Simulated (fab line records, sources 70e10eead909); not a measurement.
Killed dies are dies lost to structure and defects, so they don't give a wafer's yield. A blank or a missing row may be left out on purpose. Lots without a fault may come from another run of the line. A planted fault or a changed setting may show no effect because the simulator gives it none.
Which tool did it? | flow nand_harc | 6 lots, 18 wafers sampled, at 2 steps of a route of 1302

WHAT THE GAUGES READ, wafer by wafer
NHARC_P_GATE_CD_MEAS_26: target cd 120 nm.
lot  | measured     | on        | cd_nm (nm)
L952 | day 5 20:12  | cd_sem-03 | 120.6 122.3 120.7
L959 | day 8 18:05  | cd_sem-01 | 123.9 124.6 124.3
L964 | day 11 07:40 | cd_sem-02 | 120.3 119.4 121.3
L968 | day 12 13:06 | cd_sem-01 | 119.4 120.3 120.4
L971 | day 13 16:38 | cd_sem-02 | 120.0 119.5 119.5
L973 | day 14 11:31 | cd_sem-03 | 120.6 120.7 121.0

WHICH TOOL RAN EACH LOT (tool, then ch and the chambers of the sampled wafers, then the start)
lot  | NHARC_P_GATE_PEB_24
L952 | litho_track-04 ch 0, day 5 20:07
L959 | litho_track-04 ch 0, day 8 18:01
L964 | litho_track-06 ch 0, day 11 07:35
L968 | litho_track-01 ch 0, day 12 13:01
L971 | litho_track-06 ch 0, day 13 16:34
L973 | litho_track-01 ch 0, day 14 11:26
- NHARC_P_GATE_PEB_24: peb time 65 s.

THE ANSWER, worked out from the rows above alone
Rule: what is usual is taken from the lots themselves. Put in order of their means at a reading, lots are off if they are a third of the lots or fewer, leave a main group of 4 or more, and stand apart from it by a gap of 3 or more times the standard deviation of the main group's means; of several such gaps the widest counts. A main group whose means are all the same, to the digits that the tables above print for the reading, isn't used. A lot without any number at a reading at which 4 lots or more have one is off too. The other lots that the step has rows for count as sound.
Off: L959, at NHARC_P_GATE_CD_MEAS_26 (cd_nm). The main group: mean 120.4 nm, standard deviation 0.54.
A tool fits if, at a process step before that reading, it ran every lot that is off, and no sound lot after the first of them. The gauges at NHARC_P_GATE_CD_MEAS_26 are tried like those tools. One fits: litho_track-04 at NHARC_P_GATE_PEB_24. Its last sound lot is L952 (day 5 20:07), its first lot that is off L959 (day 8 18:01): a fault that began between those two fits.

WHAT THE SIMULATOR HAD PUT IN
Process parameter drift: litho_track-04, from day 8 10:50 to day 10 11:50, at NHARC_P_GATE_PEB_24. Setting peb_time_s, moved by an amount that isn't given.
Lots struck among those shown: L959. The rule above found the same.
